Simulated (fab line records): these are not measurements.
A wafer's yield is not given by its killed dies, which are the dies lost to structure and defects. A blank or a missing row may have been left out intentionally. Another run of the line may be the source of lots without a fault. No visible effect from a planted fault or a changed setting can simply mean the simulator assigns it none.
fab line records	flow nand_harc
record lots=24	wafers=72	last_day=33
route steps=1302 shown A_ONON_D2@569 A_CHANNEL_HOLE_D2@582 A_CHANNEL_FILL_D2@628 A_STAIRCASE@670
lots that met no fault: from a run of the same line without faults
start_h: the number of hours between the record's first day and the start of the first shown wafer of the lot	wait_h: time in hours since the lot's previous step	" same as the row above	L1.1+2: a row that stands for several wafers	- no value, or no start was given	* or withheld: withheld	< > ~ a bound
route shown NAME@n: names a module that has steps shown in the file, with the first one's number in the route	usual: mean/standard deviation taken from wafers without a fault	same: alike in all rows	chamber/n: place in a boat	sites: the reading at each site	_std_site: the standard deviation of these	_edge_site: outer sites' mean less inner sites'	radius_mm: how far each site lies from the wafer's centre	mask NAME#n: copy n	behind: the most recent tool/chamber to have shaped the wafer	hold: reason for holding the lot/hours on hold/outcome of the hold	device: the transistor (n, p or np) that didn't switch	end of line: the route-end tests of the same wafers	a step with no rows: only its recipe	killed: not the wafer's yield, but the dies lost to structure and defects at the first sort	map: the dies of a wafer, with x for killed, . for not killed, _ for no die there
set.NAME: the setting the step ran with; set.NAME@STEP: the setting that earlier step ran with	model.NAME: the simulator's own value behind a step, which no gauge read
route steps across a sampled set of lots; one table per step, one row per wafer
services: when a tool's chamber went out of use (start_h, in hours from the record's first day, below 0 if earlier), for how many hours, and the reason
## steps
# step NHARC_A_ONON_D2_INSPECT_32
# usual raw_defect_count=411/160
lot.wafer	tool	chamber	start_h	wait_h	raw_defect_count
L074.4	defect_inspect-02	-	283.94	0.0	305
L074.5	"	-	"	"	367
L074.6	"	-	"	"	219
L075.3	defect_inspect-02	-	307.19	0.0	539
L075.4	"	-	"	"	719
L075.6	"	-	"	"	360
L076.1	defect_inspect-01	-	315.90	0.0	478
L076.2	"	-	"	"	384
L076.6	"	-	"	"	325
L077.3	defect_inspect-02	-	315.92	0.0	178
L077.5	"	-	"	"	220
L077.6	"	-	"	"	268
L079.2	defect_inspect-01	-	329.10	0.0	263
L079.4	"	-	"	"	641
L079.5	"	-	"	"	541
L078.3	defect_inspect-01	-	329.36	0.0	295
L078.4	"	-	"	"	218
L078.5	"	-	"	"	267
L080.1	defect_inspect-02	-	334.51	0.0	267
L080.2	"	-	"	"	213
L080.3	"	-	"	"	213
L081.1	defect_inspect-01	-	360.55	0.0	464
L081.3	"	-	"	"	422
L081.5	"	-	"	"	410
L082.3	defect_inspect-02	-	360.57	0.0	528
L082.4	"	-	"	"	209
L082.5	"	-	"	"	422
L084.2	defect_inspect-01	-	391.30	0.0	387
L084.4	"	-	"	"	816
L084.6	"	-	"	"	480
L083.3	defect_inspect-02	-	391.30	0.0	274
L083.4	"	-	"	"	415
L083.6	"	-	"	"	352
L085.2	defect_inspect-01	-	391.33	0.0	362
L085.5	"	-	"	"	407
L085.6	"	-	"	"	664
L086.1	defect_inspect-01	-	409.82	0.0	465
L086.2	"	-	"	"	266
L086.4	"	-	"	"	447
L087.3	defect_inspect-02	-	416.81	0.0	290
L087.5	"	-	"	"	226
L087.6	"	-	"	"	386
L089.1	defect_inspect-01	-	433.52	0.0	451
L089.3	"	-	"	"	551
L089.5	"	-	"	"	436
L088.3	defect_inspect-02	-	433.52	0.0	312
L088.4	"	-	"	"	580
L088.5	"	-	"	"	222
L090.3	defect_inspect-01	-	448.56	0.0	506
L090.4	"	-	"	"	336
L090.6	"	-	"	"	1106
L091.1	defect_inspect-02	-	448.85	0.0	216
L091.2	"	-	"	"	239
L091.4	"	-	"	"	318
L092.1	defect_inspect-01	-	466.28	0.0	245
L092.3	"	-	"	"	307
L092.5	"	-	"	"	455
L093.4	defect_inspect-02	-	478.42	0.0	374
L093.5	"	-	"	"	309
L093.6	"	-	"	"	381
L094.1	defect_inspect-01	-	478.43	0.0	443
L094.2	"	-	"	"	399
L094.3	"	-	"	"	348
L095.1	defect_inspect-02	-	497.40	0.0	434
L095.4	"	-	"	"	418
L095.6	"	-	"	"	441
L096.2	defect_inspect-02	-	511.58	0.0	387
L096.5	"	-	"	"	450
L096.6	"	-	"	"	441
L097.2	defect_inspect-01	-	511.59	0.0	426
L097.3	"	-	"	"	544
L097.5	"	-	"	"	464
# step NHARC_A_CHANNEL_HOLE_D2_CD_MEAS_10
# recipe target_cd_nm=100	landing_energy_ev=500
# usual cd_nm=99.8/0.46
lot.wafer	tool	chamber	start_h	wait_h	cd_nm
L074.4	cd_sem-02	0	292.15	-	99.1
L074.5	"	0	"	"	99.1
L074.6	"	0	"	"	99.5
L075.3	cd_sem-03	0	311.95	-	100.5
L075.4	"	0	"	"	100.0
L075.6	"	0	"	"	100.8
L076.1	cd_sem-03	0	321.18	-	99.1
L076.2	"	0	"	"	99.6
L076.6	"	0	"	"	99.3
L077.3	cd_sem-02	0	321.97	-	99.6
L077.5	"	0	"	"	100.0
L077.6	"	0	"	"	99.9
L079.2	cd_sem-03	0	333.12	-	100.3
L079.4	"	0	"	"	101.2
L079.5	"	0	"	"	100.1
L078.3	cd_sem-01	0	333.53	-	99.5
L078.4	"	0	"	"	100.2
L078.5	"	0	"	"	99.3
L080.1	cd_sem-02	0	337.86	-	99.9
L080.2	"	0	"	"	99.7
L080.3	"	0	"	"	99.3
L081.1	cd_sem-02	0	363.24	-	99.9
L081.3	"	0	"	"	99.4
L081.5	"	0	"	"	99.7
L082.3	cd_sem-01	0	363.40	-	99.7
L082.4	"	0	"	"	99.9
L082.5	"	0	"	"	100.2
L084.2	cd_sem-02	0	395.73	-	100.1
L084.4	"	0	"	"	99.9
L084.6	"	0	"	"	99.4
L083.3	cd_sem-03	0	395.89	-	99.6
L083.4	"	0	"	"	99.4
L083.6	"	0	"	"	98.7
L085.2	cd_sem-03	0	396.04	-	100.2
L085.5	"	0	"	"	100.0
L085.6	"	0	"	"	100.8
L086.1	cd_sem-02	0	413.58	-	99.7
L086.2	"	0	"	"	100.2
L086.4	"	0	"	"	100.3
L087.3	cd_sem-03	0	423.34	-	100.4
L087.5	"	0	"	"	100.1
L087.6	"	0	"	"	100.2
L089.1	cd_sem-03	0	439.66	-	99.8
L089.3	"	0	"	"	99.9
L089.5	"	0	"	"	99.6
L088.3	cd_sem-02	0	439.82	-	99.8
L088.4	"	0	"	"	100.0
L088.5	"	0	"	"	99.6
L090.3	cd_sem-01	0	451.63	-	100.3
L090.4	"	0	"	"	99.7
L090.6	"	0	"	"	99.8
L091.1	cd_sem-03	0	451.77	-	100.3
L091.2	"	0	"	"	100.4
L091.4	"	0	"	"	100.0
L092.1	cd_sem-03	0	471.48	-	99.8
L092.3	"	0	"	"	99.2
L092.5	"	0	"	"	99.3
L093.4	cd_sem-03	0	481.14	-	100.3
L093.5	"	0	"	"	99.6
L093.6	"	0	"	"	100.3
L094.1	cd_sem-01	0	481.28	-	100.2
L094.2	"	0	"	"	99.2
L094.3	"	0	"	"	100.0
L095.1	cd_sem-03	0	500.27	-	99.8
L095.4	"	0	"	"	99.4
L095.6	"	0	"	"	99.3
L096.2	cd_sem-03	0	515.96	-	99.2
L096.5	"	0	"	"	99.5
L096.6	"	0	"	"	100.1
L097.2	cd_sem-02	0	517.42	-	100.2
L097.3	"	0	"	"	100.4
L097.5	"	0	"	"	100.3
# step NHARC_A_CHANNEL_FILL_D2_ETCHBACK_08
# recipe target_depth_a=2200	time_s=110	c4f8_flow_sccm=20	ar_flow_sccm=withheld	rf_w=600	bias_w=300	chemistry=C4F8
# usual oes_product_au=0.97/0.037	rf_fwd_power_W=596.8/2.1	rf_vpp_V=440.3/2.6
lot.wafer	tool	chamber	start_h	wait_h	oes_product_au	rf_fwd_power_W	rf_hours_counter_h	rf_vpp_V
L074.4	rie_diel-12	1	-	-	0.99	600.0	2	443.3
L074.6	"	0	"	"	1.00	594.1	-	440.7
L074.5	"	1	"	"	0.98	599.3	-	442.9
L075.4	rie_diel-12	0	-	-	0.99	598.3	2	442.2
L075.3	"	1	"	"	0.98	599.1	3	443.4
L075.6	"	0	"	"	0.99	597.7	-	442.4
L076.2	rie_diel-12	1	-	-	0.92	597.1	3	443.4
L076.1	"	0	"	"	0.93	599.2	3	442.1
L076.6	"	2	"	"	0.93	594.7	-	439.1
L077.3	rie_diel-12	3	-	-	1.01	598.8	2	438.5
L077.6	"	2	"	"	1.00	600.7	-	439.7
L077.5	"	3	"	"	1.01	598.4	-	438.9
L079.2	rie_diel-12	1	-	-	0.98	599.4	3	443.7
L079.4	"	2	"	"	0.99	593.9	3	439.9
L079.5	"	1	"	"	0.99	600.0	-	443.1
L078.4	rie_diel-05	0	-	-	0.94	596.8	3	445.1
L078.3	"	2	"	"	0.94	592.8	3	438.5
L078.5	"	0	"	"	0.94	593.8	-	444.7
L080.2	rie_diel-05	3	-	-	0.95	597.0	3	436.9
L080.3	"	1	"	"	0.96	598.1	3	442.0
L080.1	"	2	"	"	0.96	593.0	3	438.6
L081.1	rie_diel-10	2	-	-	1.01	599.1	31	437.7
L081.3	"	3	"	"	1.02	596.0	25	438.0
L081.5	"	2	"	"	1.01	596.9	-	436.8
L082.3	rie_diel-12	2	-	-	1.00	595.3	4	440.1
L082.4	"	0	"	"	0.99	599.6	4	441.6
L082.5	"	2	"	"	0.99	594.9	-	438.9
L083.3	rie_diel-05	1	-	-	0.92	597.8	1	439.5
L083.4	"	2	"	"	0.93	595.7	1	439.6
L083.6	"	2	"	"	0.92	596.2	-	439.4
L084.4	rie_diel-12	3	-	-	0.93	596.9	4	439.2
L084.2	"	1	"	"	0.92	599.9	4	442.2
L084.6	"	3	"	"	0.94	596.6	-	437.6
L085.2	rie_diel-05	2	-	-	0.93	596.5	2	439.4
L085.5	"	3	"	"	0.93	597.2	-	437.2
L085.6	"	0	"	"	0.93	595.4	-	444.9
L086.2	rie_diel-12	2	-	-	0.99	596.7	0	438.6
L086.1	"	3	"	"	1.01	599.5	0	439.0
L086.4	"	0	"	"	0.99	597.9	0	441.9
L087.3	rie_diel-12	3	-	-	0.94	595.2	1	439.2
L087.5	"	0	"	"	1.00	600.0	-	441.3
L087.6	"	1	"	"	0.92	596.7	-	442.7
L089.3	rie_diel-05	1	-	-	1.00	594.2	2	440.1
L089.1	"	3	"	"	1.01	598.9	2	435.7
L089.5	"	1	"	"	0.99	596.0	-	439.6
L088.4	rie_diel-12	0	-	-	1.00	599.5	1	442.3
L088.3	"	1	"	"	1.02	597.8	1	444.0
L088.5	"	2	"	"	0.99	598.9	-	439.1
L090.3	rie_diel-05	1	-	-	0.98	599.8	3	440.3
L090.4	"	3	"	"	0.99	598.0	2	435.4
L090.6	"	1	"	"	0.97	596.9	-	440.4
L091.1	rie_diel-12	2	-	-	0.91	596.5	2	439.6
L091.2	"	3	"	"	0.94	596.1	2	439.6
L091.4	"	1	"	"	0.93	596.0	2	441.7
L092.1	rie_diel-12	3	-	-	0.95	598.6	3	437.4
L092.3	"	1	"	"	0.93	599.7	2	442.5
L092.5	"	0	"	"	0.93	597.3	-	440.2
L094.2	rie_diel-05	0	-	-	0.99	596.6	2	444.5
L094.1	"	1	"	"	0.98	595.4	3	439.9
L094.3	"	2	"	"	0.99	592.4	3	439.9
L093.4	rie_diel-12	1	-	-	0.92	597.8	2	442.9
L093.6	"	1	"	"	0.93	598.8	-	443.9
L093.5	"	2	"	"	0.92	598.0	-	439.2
L095.1	rie_diel-05	2	-	-	0.99	594.0	4	439.1
L095.4	"	0	"	"	1.01	597.2	3	443.3
L095.6	"	2	"	"	1.00	592.5	-	440.1
L096.2	rie_diel-10	1	-	-	1.03	597.1	23	442.5
L096.6	"	1	"	"	1.01	597.6	-	443.5
L096.5	"	2	"	"	1.02	599.4	-	435.1
L097.2	rie_diel-05	2	-	-	0.92	594.1	4	437.9
L097.3	"	0	"	"	0.93	594.1	4	445.1
L097.5	"	1	"	"	0.92	595.4	-	441.2
# step NHARC_A_STAIRCASE_TRIM_14
# recipe time_s=211.2	o2_flow_sccm=500	ar_flow_sccm=0	bias_w=0	chemistry=O2
# usual drypump_motor_current_A=6.0/0.37	oes_product_au=0.999/0.0093	rf_vpp_V=57.7/0.92	showerhead_plenum_p_Torr=3.51/0.11	throttle_valve_pct=17.037/0.0083
lot.wafer	tool	chamber	start_h	wait_h	drypump_motor_current_A	oes_product_au	rf_hours_counter_h	rf_vpp_V	showerhead_plenum_p_Torr	throttle_valve_pct
L074.4	rie_diel-07	3	-	-	5.9	1.016	13	59.3	3.66	17.024
L074.5	"	0	"	"	5.1	0.993	-	57.8	3.50	17.048
L074.6	"	1	"	"	6.1	0.987	-	57.1	3.51	17.032
L075.4	rie_diel-03	3	-	-	6.2	0.994	25	57.4	3.67	17.030
L075.3	"	1	"	"	6.3	1.001	26	57.8	3.47	17.046
L075.6	"	0	"	"	6.1	1.011	-	57.8	3.50	17.046
L076.1	rie_diel-07	3	-	-	5.8	1.011	20	57.2	3.66	17.039
L076.2	"	0	"	"	5.1	0.982	24	58.2	3.50	17.047
L076.6	"	1	"	"	6.0	0.986	-	57.9	3.51	17.038
L077.3	rie_diel-03	2	-	-	6.1	1.009	30	58.7	3.73	17.047
L077.5	"	1	"	"	6.3	0.994	-	56.7	3.47	17.030
L077.6	"	2	"	"	6.1	1.002	-	58.0	3.73	17.048
L079.2	rie_diel-01	1	-	-	6.5	0.998	0	59.4	3.44	17.044
L079.4	"	2	"	"	6.0	0.995	0	56.2	3.42	17.031
L079.5	"	0	"	"	5.7	0.985	-	58.1	3.53	17.031
L078.4	rie_diel-01	0	-	-	5.7	1.000	1	57.9	3.53	17.035
L078.3	"	3	"	"	6.5	0.999	1	56.2	3.54	17.038
L078.5	"	0	"	"	5.7	0.987	-	58.5	3.53	17.029
L080.2	rie_diel-01	0	-	-	5.7	0.995	3	58.2	3.53	17.044
L080.3	"	2	"	"	6.0	1.003	3	57.8	3.42	17.032
L080.1	"	3	"	"	6.5	0.996	3	58.4	3.54	17.041
L081.1	rie_diel-03	0	-	-	6.0	1.012	47	58.6	3.49	17.040
L081.3	"	3	"	"	6.2	1.006	42	56.1	3.66	17.031
L081.5	"	1	"	"	6.3	1.002	-	58.2	3.46	17.041
L082.4	rie_diel-01	2	-	-	6.0	0.996	9	58.4	3.41	17.037
L082.3	"	3	"	"	6.5	0.997	8	57.4	3.54	17.034
L082.5	"	3	"	"	6.5	0.991	-	57.7	3.54	17.034
L084.4	rie_diel-03	2	-	-	6.0	0.997	52	58.5	3.72	17.056
L084.2	"	1	"	"	6.3	1.009	53	58.2	3.46	17.037
L084.6	"	3	"	"	6.2	1.003	-	58.1	3.66	17.025
L083.4	rie_diel-01	0	-	-	5.7	0.984	16	56.5	3.52	17.032
L083.3	"	2	"	"	6.0	1.000	20	56.3	3.41	17.041
L083.6	"	0	"	"	5.7	0.990	-	57.6	3.52	17.037
L085.2	rie_diel-01	0	-	-	5.7	0.992	18	56.5	3.52	17.024
L085.5	"	2	"	"	6.0	1.007	-	57.9	3.41	17.037
L085.6	"	3	"	"	6.5	0.995	-	57.2	3.53	17.039
L086.2	rie_diel-01	3	-	-	6.5	0.992	25	57.5	3.53	17.034
L086.4	"	1	"	"	6.5	1.002	26	57.8	3.43	17.034
L086.1	"	2	"	"	6.0	1.007	27	56.4	3.40	17.035
L087.3	rie_diel-07	0	-	-	5.1	0.988	0	56.5	3.48	17.041
L087.6	"	2	"	"	5.7	1.011	-	56.7	3.32	17.041
L087.5	"	3	"	"	5.9	1.004	-	56.9	3.63	17.035
L088.3	rie_diel-03	2	-	-	6.1	1.015	6	58.5	3.72	17.038
L088.4	"	0	"	"	6.1	1.010	-	57.7	3.48	17.042
L088.5	"	1	"	"	6.3	0.978	-	58.4	3.45	17.045
L089.3	rie_diel-07	3	-	-	5.9	0.999	4	57.7	3.63	17.040
L089.1	"	1	"	"	6.0	0.999	3	59.6	3.49	17.034
L089.5	"	2	"	"	5.7	1.005	-	57.5	3.32	17.045
L091.2	rie_diel-03	1	-	-	6.3	0.975	18	57.9	3.45	17.036
L091.1	"	3	"	"	6.2	0.993	10	57.9	3.65	17.029
L091.4	"	0	"	"	6.1	1.000	17	57.6	3.47	17.041
L090.3	rie_diel-07	2	-	-	5.7	1.000	9	56.4	3.31	17.029
L090.4	"	3	"	"	5.9	1.012	10	58.8	3.63	17.023
L090.6	"	1	"	"	6.0	0.994	-	58.1	3.49	17.031
L092.3	rie_diel-01	2	-	-	6.0	0.991	50	57.8	3.39	17.031
L092.1	"	0	"	"	5.7	0.995	44	58.3	3.51	17.057
L092.5	"	2	"	"	6.0	1.007	-	58.5	3.39	17.044
L093.4	rie_diel-07	1	-	-	6.0	1.001	20	57.7	3.48	17.036
L093.6	"	2	"	"	5.7	1.020	-	58.9	3.31	17.045
L093.5	"	3	"	"	5.9	1.009	-	57.4	3.62	17.026
L094.2	rie_diel-07	1	-	-	6.1	0.990	20	58.4	3.48	17.032
L094.1	"	2	"	"	5.7	1.004	21	56.8	3.31	17.045
L094.3	"	3	"	"	5.9	1.011	21	58.3	3.62	17.036
L095.4	rie_diel-07	3	-	-	5.9	1.010	25	58.6	3.62	17.036
L095.1	"	2	"	"	5.6	1.008	26	58.1	3.30	17.035
L095.6	"	3	"	"	5.9	1.016	-	56.9	3.62	17.039
L096.2	rie_diel-01	1	-	-	6.5	1.018	1	57.9	3.41	17.049
L096.6	"	3	"	"	6.5	1.002	-	56.4	3.51	17.024
L096.5	"	0	"	"	5.7	1.003	-	56.9	3.50	17.027
L097.3	rie_diel-03	1	-	-	6.3	0.982	40	56.0	3.43	17.029
L097.2	"	0	"	"	6.1	1.006	38	58.6	3.46	17.029
L097.5	"	1	"	"	6.3	0.984	-	57.7	3.43	17.046
# step NHARC_A_STAIRCASE_ETCH_23
# recipe target_depth_a=1000	time_s=40.5	ion_energy_ev=400	c4f8_flow_sccm=20	o2_flow_sccm=10	ar_flow_sccm=withheld	rf_w=600	bias_w=1000	chemistry=C4F8/O2
# usual oes_product_au=0.946/0.013	rf_fwd_power_W=592/3.6	rf_vpp_V=895/4.2
lot.wafer	tool	chamber	start_h	wait_h	oes_product_au	rf_fwd_power_W	rf_hours_counter_h	rf_vpp_V
L074.4	rie_diel-01	3	-	-	0.968	588	45	897
L074.6	"	3	"	"	0.942	589	-	896
L074.5	"	0	"	"	0.945	591	-	896
L075.4	rie_diel-07	2	-	-	0.930	595	21	890
L075.3	"	3	"	"	0.958	598	20	901
L075.6	"	1	"	"	0.921	585	-	895
L076.1	rie_diel-07	2	-	-	0.957	595	21	888
L076.2	"	0	"	"	0.937	593	24	896
L076.6	"	1	"	"	0.936	588	-	896
L077.3	rie_diel-03	2	-	-	0.936	594	31	903
L077.5	"	1	"	"	0.938	594	-	893
L077.6	"	2	"	"	0.939	591	-	904
L079.2	rie_diel-03	0	-	-	0.972	590	35	895
L079.4	"	1	"	"	0.960	594	34	894
L079.5	"	0	"	"	0.983	590	-	894
L078.3	rie_diel-07	3	-	-	0.963	599	30	899
L078.4	"	0	"	"	0.949	591	33	896
L078.5	"	2	"	"	0.950	591	-	888
L080.1	rie_diel-07	2	-	-	0.967	590	33	890
L080.2	"	3	"	"	0.953	595	32	899
L080.3	"	0	"	"	0.938	591	34	894
L081.1	rie_diel-07	1	-	-	0.927	586	40	896
L081.3	"	2	"	"	0.944	592	39	888
L081.5	"	0	"	"	0.944	594	-	894
L082.4	rie_diel-03	0	-	-	0.959	591	48	894
L082.3	"	1	"	"	0.947	594	45	893
L082.5	"	0	"	"	0.959	590	-	895
L084.4	rie_diel-01	0	-	-	0.952	593	17	896
L084.2	"	3	"	"	0.949	587	18	896
L084.6	"	1	"	"	0.956	593	-	894
L083.3	rie_diel-07	2	-	-	0.948	592	53	889
L083.6	"	2	"	"	0.952	590	-	889
L083.4	"	1	"	"	0.947	587	-	895
L085.2	rie_diel-07	1	-	-	0.949	584	54	894
L085.5	"	1	"	"	0.952	585	-	895
L085.6	"	2	"	"	0.942	590	-	888
L086.1	rie_diel-03	3	-	-	0.923	595	5	902
L086.4	"	0	"	"	0.945	590	5	894
L086.2	"	2	"	"	0.953	595	0	903
L087.3	rie_diel-03	0	-	-	0.969	592	8	894
L087.5	"	2	"	"	0.969	592	-	902
L087.6	"	3	"	"	0.954	595	-	902
L088.3	rie_diel-03	0	-	-	0.942	596	12	894
L088.5	"	1	"	"	0.920	594	-	893
L088.4	"	2	"	"	0.953	592	-	902
L089.1	rie_diel-07	0	-	-	0.955	589	5	895
L089.3	"	1	"	"	0.938	585	4	893
L089.5	"	3	"	"	0.963	594	-	899
L091.4	rie_diel-03	1	-	-	0.941	594	18	892
L091.1	"	2	"	"	0.953	598	12	904
L091.2	"	0	"	"	0.956	595	17	894
L090.4	rie_diel-07	0	-	-	0.929	591	9	894
L090.3	"	2	"	"	0.952	591	9	888
L090.6	"	1	"	"	0.938	587	-	894
L092.1	rie_diel-01	0	-	-	0.944	595	44	894
L092.3	"	1	"	"	0.947	591	50	893
L092.5	"	3	"	"	0.933	587	-	896
L093.4	rie_diel-07	0	-	-	0.917	591	20	893
L093.6	"	0	"	"	0.926	593	-	895
L093.5	"	1	"	"	0.930	586	-	894
L094.3	rie_diel-03	2	-	-	0.938	591	22	901
L094.1	"	3	"	"	0.934	594	19	898
L094.2	"	0	"	"	0.953	592	27	893
L095.1	rie_diel-07	0	-	-	0.929	593	25	894
L095.4	"	2	"	"	0.935	595	28	888
L095.6	"	0	"	"	0.932	593	-	893
L096.2	rie_diel-01	3	-	-	0.940	588	1	896
L096.6	"	3	"	"	0.945	584	-	894
L096.5	"	0	"	"	0.941	590	-	895
L097.2	rie_diel-03	2	-	-	0.951	594	36	901
L097.3	"	3	"	"	0.932	593	32	900
L097.5	"	0	"	"	0.959	593	-	894
# step NHARC_A_STAIRCASE_TRIM_24
# recipe time_s=211.2	o2_flow_sccm=500	ar_flow_sccm=0	bias_w=0	chemistry=O2
# usual drypump_motor_current_A=5.9/0.36	oes_product_au=1.001/0.01	rf_vpp_V=57.8/0.89	showerhead_plenum_p_Torr=3.52/0.12	throttle_valve_pct=17.037/0.0087
lot.wafer	tool	chamber	start_h	wait_h	drypump_motor_current_A	oes_product_au	rf_hours_counter_h	rf_vpp_V	showerhead_plenum_p_Torr	throttle_valve_pct
L074.4	rie_diel-01	3	-	-	6.5	1.013	45	55.7	3.55	17.039
L074.5	"	1	"	"	6.5	1.002	-	57.6	3.45	17.027
L074.6	"	2	"	"	6.0	1.023	-	57.1	3.42	17.042
L075.3	rie_diel-07	3	-	-	5.9	1.026	20	57.6	3.66	17.046
L075.4	"	0	"	"	5.2	0.990	23	58.2	3.50	17.056
L075.6	"	0	"	"	5.1	1.008	-	57.3	3.50	17.034
L076.2	rie_diel-07	1	-	-	6.1	0.993	24	57.7	3.51	17.039
L076.1	"	3	"	"	5.8	1.022	20	58.2	3.66	17.030
L076.6	"	1	"	"	6.1	0.995	-	57.0	3.51	17.039
L077.3	rie_diel-03	3	-	-	6.2	0.991	33	60.3	3.67	17.033
L077.6	"	3	"	"	6.2	0.996	-	58.4	3.67	17.030
L077.5	"	0	"	"	6.1	1.018	-	58.3	3.49	17.031
L079.4	rie_diel-03	2	-	-	6.0	0.999	34	58.6	3.73	17.019
L079.2	"	0	"	"	6.1	1.011	36	56.7	3.49	17.064
L079.5	"	3	"	"	6.2	1.003	-	57.9	3.67	17.031
L078.3	rie_diel-07	3	-	-	5.9	1.010	30	58.9	3.65	17.037
L078.4	"	1	"	"	6.1	0.994	32	58.4	3.50	17.046
L078.5	"	2	"	"	5.7	0.997	-	58.1	3.33	17.039
L080.3	rie_diel-07	2	-	-	5.7	1.013	33	56.9	3.33	17.030
L080.1	"	3	"	"	5.9	1.021	32	58.2	3.65	17.038
L080.2	"	1	"	"	6.1	0.987	34	59.1	3.50	17.045
L081.3	rie_diel-07	0	-	-	5.1	1.006	39	56.9	3.49	17.040
L081.1	"	1	"	"	6.1	0.992	40	58.0	3.50	17.042
L081.5	"	0	"	"	5.1	0.988	-	58.0	3.49	17.030
L082.3	rie_diel-03	2	-	-	6.0	1.000	44	59.1	3.72	17.047
L082.4	"	3	"	"	6.2	0.995	43	58.6	3.66	17.038
L082.5	"	2	"	"	6.1	1.004	-	59.1	3.72	17.051
L084.4	rie_diel-01	3	-	-	6.5	0.998	18	57.8	3.53	17.039
L084.2	"	1	"	"	6.5	0.993	19	57.1	3.43	17.029
L084.6	"	3	"	"	6.5	0.996	-	57.5	3.53	17.038
L083.3	rie_diel-07	1	-	-	6.1	0.998	52	58.7	3.49	17.045
L083.6	"	2	"	"	5.6	1.002	-	55.3	3.32	17.023
L083.4	"	3	"	"	5.9	1.013	-	58.6	3.64	17.033
L085.2	rie_diel-07	2	-	-	5.7	1.008	54	56.7	3.32	17.047
L085.6	"	1	"	"	6.0	0.987	-	58.2	3.49	17.033
L085.5	"	2	"	"	5.7	0.999	-	56.0	3.32	17.047
L086.2	rie_diel-03	1	-	-	6.3	0.978	5	58.4	3.45	17.042
L086.4	"	3	"	"	6.2	0.983	5	57.2	3.66	17.041
L086.1	"	0	"	"	6.1	1.005	5	57.6	3.48	17.037
L087.3	rie_diel-03	2	-	-	6.0	1.007	4	58.7	3.72	17.040
L087.5	"	3	"	"	6.2	1.000	-	56.0	3.66	17.034
L087.6	"	0	"	"	6.1	1.011	-	58.2	3.48	17.052
L088.3	rie_diel-03	0	-	-	6.0	1.000	12	57.9	3.48	17.026
L088.4	"	0	"	"	6.1	1.003	-	58.6	3.48	17.021
L088.5	"	2	"	"	6.0	1.005	-	58.8	3.72	17.046
L089.1	rie_diel-07	3	-	-	5.8	1.000	5	58.1	3.63	17.034
L089.3	"	2	"	"	5.7	1.005	4	57.3	3.31	17.029
L089.5	"	3	"	"	5.9	1.007	-	59.1	3.63	17.046
L091.1	rie_diel-03	0	-	-	6.1	1.017	18	57.5	3.47	17.038
L091.4	"	1	"	"	6.3	0.983	18	57.5	3.45	17.040
L091.2	"	2	"	"	6.1	1.001	12	58.5	3.71	17.036
L090.3	rie_diel-07	3	-	-	5.9	0.998	10	58.7	3.63	17.034
L090.4	"	1	"	"	6.0	0.994	8	58.0	3.49	17.047
L090.6	"	3	"	"	5.9	0.993	-	58.0	3.63	17.026
L092.1	rie_diel-01	3	-	-	6.5	0.995	45	58.5	3.51	17.042
L092.3	"	0	"	"	5.7	1.005	45	57.7	3.51	17.034
L092.5	"	3	"	"	6.5	0.992	-	58.7	3.51	17.050
L094.3	rie_diel-03	0	-	-	6.1	1.010	27	57.4	3.47	17.044
L094.2	"	1	"	"	6.3	0.985	28	57.3	3.44	17.032
L094.1	"	3	"	"	6.2	0.987	20	58.0	3.65	17.026
L093.4	rie_diel-07	2	-	-	5.6	1.005	23	57.4	3.30	17.036
L093.5	"	2	"	"	5.7	0.994	-	58.6	3.30	17.042
L093.6	"	3	"	"	5.9	1.011	-	58.6	3.62	17.029
L095.1	rie_diel-07	0	-	-	5.1	1.002	25	56.6	3.46	17.037
L095.4	"	2	"	"	5.7	1.000	28	58.0	3.30	17.039
L095.6	"	0	"	"	5.1	0.988	-	56.6	3.46	17.029
L096.2	rie_diel-01	2	-	-	6.0	0.999	1	56.5	3.39	17.018
L096.6	"	2	"	"	6.0	1.013	-	57.2	3.39	17.038
L096.5	"	3	"	"	6.5	1.001	-	56.6	3.51	17.033
L097.3	rie_diel-03	3	-	-	6.2	1.003	32	59.0	3.64	17.028
L097.2	"	0	"	"	6.1	1.010	39	57.2	3.46	17.031
L097.5	"	1	"	"	6.3	0.990	-	57.9	3.43	17.030
## services
tool	chamber	start_h	hours	kind
rie_diel-01	1	332.89	7.1	repair
rie_diel-05	0	334.94	2.3	repair
rie_diel-05	-	337.37	36.2	repair
rie_diel-07	3	341.56	4.2	repair
rie_diel-03	-	344.08	1.1	repair
rie_diel-10	3	385.13	7.2	repair
rie_diel-01	-	385.22	9.0	pm
rie_diel-12	1	395.11	6.4	repair
rie_diel-05	1	396.39	4.9	repair
rie_diel-05	-	406.60	9.0	pm
rie_diel-03	3	412.11	5.2	repair
rie_diel-10	-	419.96	9.0	pm
rie_diel-05	-	443.89	0.4	repair
rie_diel-12	-	445.40	9.0	pm
rie_diel-03	-	458.41	9.0	pm
rie_diel-07	1	464.75	7.1	repair
rie_diel-12	0	468.96	2.5	repair
rie_diel-07	-	472.80	9.0	pm
rie_diel-05	2	493.26	2.4	repair
rie_diel-03	3	497.25	12.1	repair
rie_diel-05	0	500.85	3.4	repair
rie_diel-05	3	539.82	3.3	repair
rie_diel-10	-	542.03	2.6	repair
rie_diel-12	1	562.58	2.1	repair
## key
fault none
